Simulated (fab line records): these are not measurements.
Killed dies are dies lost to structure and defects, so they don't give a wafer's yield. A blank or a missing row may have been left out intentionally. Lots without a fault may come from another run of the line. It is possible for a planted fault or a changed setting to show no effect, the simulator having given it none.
Comparing a struck lot with a sound one	flow n5_finfet	16 steps out of a route of 1938
Sound: these wafers, L841.1, L841.5, L841.6. Wafers L853.2, L853.3, L853.4 were the ones struck. The cause is named last.
Per side, at each step with rows, come the tool, then ch with its chambers, and then its first start. Under that, the readings that differ: sound wafers	struck wafers	difference of the means	sigmas: that difference in standard deviations of wafers without a fault.
alike: readings with means less than 2 such deviations apart, plus words and numbers identical on both sides. not compared: withheld readings, readings lacking a value on some wafer, bounds such as >300 that could conceal the same value, and numbers that have no deviation in the record and whose values overlap.
Wherever a step has rows on one side only, a row that says differs or no value, or a row with sigmas, the two part there. Numbers that don't overlap but have no deviation are shown without sigmas and don't part them. A reading that every wafer of one side lacks parts them only if that side has two wafers or more.

first, 1 step without rows for these wafers: N5_SD_EPI_N_STRIP_47 (strips in CHF3/O2).
N5_SD_EPI_N_SD_RECESS_17: chemistry HBr/Cl2/O2, target depth 41 nm, time 23.7 s, bt time 3 s.
  sound on rie_si-06 ch 1,2,3, day 4 09:40; struck on rie_si-01 ch 1,2,3, day 7 08:44
  alike: drypump_motor_current_A, oes_product_au, throttle_valve_pct
  not compared: rf_hours_counter_h
N5_SD_EPI_N_STRIP_38: strips in N2/H2.
  sound on plasma_asher-02 ch 0,1, day 4 09:46; struck on plasma_asher-02 ch 0,1, day 7 08:49
  alike: drypump_motor_current_A, h2_flow_sccm, heater_power_w, oes_product_au
  not compared: rf_hours_counter_h
then, 4 steps without rows for these wafers: N5_SD_EPI_N_WET_ETCH_43 (etches SiO2 in dHF, time 14 s, target depth 1.5 nm); N5_SD_EPI_N_STRIP_18 (strips in SPM, time 750 s); N5_SD_EPI_N_SRD_20 (time 30 s); N5_SD_EPI_N_PRECLEAN_48 (cleans in NF3:NH3, afs cycles 2, time 20 s, sublimation time 60 s).
N5_SD_EPI_N_VAPOR_ETCH_50: etches Si in HCl, time 54 s.
  sound on epi_rpcvd-01 ch 0, day 4 10:28; struck on epi_rpcvd-03 ch 0, day 7 09:41
reading	sound	struck	difference	sigmas
lamp_inner_pct (%)	20.2 20.0 20.1	24.1 24.3 24.1	+4.1	+2
  alike: throttle_valve_pct
then, 1 step without rows for these wafers: N5_SD_EPI_N_EPI_21 (deposits Si:P, time 690 s).
N5_SD_EPI_N_EPI_MEAS_23:
  sound on film_metro-01, day 4 12:22; struck on film_metro-02, day 7 12:10
  alike: thk_nm
then, 2 steps without rows for these wafers: N5_SD_EPI_N_PRECLEAN_24 (cleans in O3/DIW, time 60 s); N5_SD_EPI_N_SRD_25 (time 30 s).
N5_SD_EPI_N_PRECLEAN_49: cleans in NF3:NH3, afs cycles 1, time 20 s, sublimation time 60 s.
  sound on remote_plasma-02 ch 0, day 4 12:28; struck on remote_plasma-02 ch 1, day 7 12:18
reading	sound	struck	difference	sigmas
time_s (s)	20 20 20	19.004 19.004 19.004	-0.996	
N5_SD_EPI_N_LINER_46: material SiNx, target thk 3 nm.
  sound on ald_sin-02 ch 0,2,3, day 4 12:40; struck on ald_sin-03 ch 0,2,3, day 7 12:28
  alike: heater_power_w
-- record jumps: 5 days separate the struck wafers' starts on either side; left off in module SD_EPI_N, taken up again in module BEOL_M4, whose first shown step is the route's number 1111 --
N5_BEOL_M4_RC_MEAS_101:
  sound on prober-01 ch 0, day 10 15:33; struck on prober-01 ch 0, day 12 17:48
reading	sound	struck	difference	sigmas
SS_P (mV/dec)	74.1 74.7 74.3	73.4 72.4 72.9	-1.5	-2
  alike: DIBL_N, DIBL_P, IOFF_N, IOFF_P, ION_N, ION_P, SS_N, VT_N, VT_P
-- the record jumps here: 5 days lie between the struck wafers' starts before and after (it left off in module BEOL_M4 and takes up again in module PASSIVATION, whose first step shown is number 1936 of the route) --
N5_PASSIVATION_PROBE_49:
  sound on prober-01, day 15 01:35; struck on prober-02, day 17 13:47
  alike: defect_limited_yield, killed_at_M0_to_M3, killed_at_M4_up, killed_at_contacts, killed_at_front_end, killed_at_other, killed_dies, killed_open, killed_short, sort_bin_5_function, sort_bin_6_memory, sort_bin_8_speed, sort_n_pass, sort_yield_pct

== WHERE THEY PART ==
At N5_SD_EPI_N_VAPOR_ETCH_50 first; at N5_BEOL_M4_RC_MEAS_101 last (within this record only). Later steps at which nothing parts them and some readings are alike: N5_PASSIVATION_PROBE_49.

WHY: whatever the simulator had introduced
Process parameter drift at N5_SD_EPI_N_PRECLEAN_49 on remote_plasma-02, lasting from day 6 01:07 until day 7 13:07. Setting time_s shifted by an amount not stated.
